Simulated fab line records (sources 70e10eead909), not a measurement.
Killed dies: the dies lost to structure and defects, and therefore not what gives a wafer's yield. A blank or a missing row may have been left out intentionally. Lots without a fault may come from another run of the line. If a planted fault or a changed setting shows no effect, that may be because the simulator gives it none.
Which tool is to blame? | flow nand-harc | Sampling: 6 lots, 18 wafers, 5 of 1302 route steps

== WHAT THE GAUGES SHOWED, per wafer ==
NHARC_END_SORT_01.
lot  | measured     | on        | defect-limited-yield (%)
L497 | day 27 21:20 | prober-01 | 89.4 90.5 92.5
L509 | day 33 02:41 | prober-01 | 93.9 92.8 94.1

== WHAT TOOL EACH LOT RAN ON (gives the tool, then ch and the chambers of the sampled wafers, and finally the start) ==
lot  | NHARC_THIN_TSV_ETCH_44             | NHARC_THIN_TSV_ETCH_15           | NHARC_THIN_TSV_STRIP_62              | NHARC_THIN_TSV_DEGAS_49
L490 | rie-diel-06 ch 0,3, day 24 15:20   | rie-si-01 ch 0,1, day 24 15:55   | plasma-asher-02 ch 0,1, day 24 18:01 | pvd-sputter-02, day 24 18:08
L493 | rie-diel-06 ch 0,1,3, day 26 08:38 | rie-si-05 ch 0,2, day 26 09:14   | plasma-asher-02 ch 0,1, day 26 12:07 | pvd-sputter-03, day 26 12:14
L495 | rie-diel-08 ch 0,2, day 26 14:13   | rie-si-03 ch 0,2,3, day 26 14:45 | plasma-asher-01 ch 0,1, day 26 16:32 | pvd-sputter-02, day 26 16:41
L497 | rie-diel-06 ch 0,1,2, day 27 07:42 | rie-si-03 ch 0,1,3, day 27 08:09 | plasma-asher-02 ch 0,1, day 27 09:58 | pvd-sputter-01, day 27 10:07
L509 | rie-diel-07 ch 0,1,2, day 32 12:05 | rie-si-05 ch 2,3, day 32 12:37   | plasma-asher-01 ch 0,1, day 32 14:22 | pvd-sputter-02, day 32 14:34
L511 | rie-diel-07 ch 1,2,3, day 33 14:17 | rie-si-01 ch 0,1,2, day 33 14:52 | plasma-asher-01 ch 0,1, day 33 16:40 | pvd-sputter-01, day 33 16:50
- NHARC_THIN_TSV_ETCH_44: etches the open film in CF4/O2, target depth 1594.2 nm, time 797.1 s.
- NHARC_THIN_TSV_ETCH_15: target depth 3000 nm, bosch target overetch cycles 2, bosch etch step 2.8 s.
- NHARC_THIN_TSV_STRIP_62: strips in N2/H2, time 20 s.
- NHARC_THIN_TSV_DEGAS_49: time 120 s.

== THE ANSWER, worked out from the rows above alone ==
Rule: usual is defined by the lots themselves. Put in order of their means at a reading, lots are off if they are a third of the lots or fewer, leave a main group of 4 or more, and stand apart from it by a gap of 3 or more times the standard deviation of the main group's means; of several such gaps the widest counts. A main group whose means are all the same, to the digits that the tables above print for the reading, isn't used. A lot without any number at a reading at which 4 lots or more have one is off too. Any other lot the step has rows for is counted as sound.
Across all readings shown, no lot is off: no conclusion can be drawn from this.

== WHAT THE SIMULATOR HAD PUT IN ==
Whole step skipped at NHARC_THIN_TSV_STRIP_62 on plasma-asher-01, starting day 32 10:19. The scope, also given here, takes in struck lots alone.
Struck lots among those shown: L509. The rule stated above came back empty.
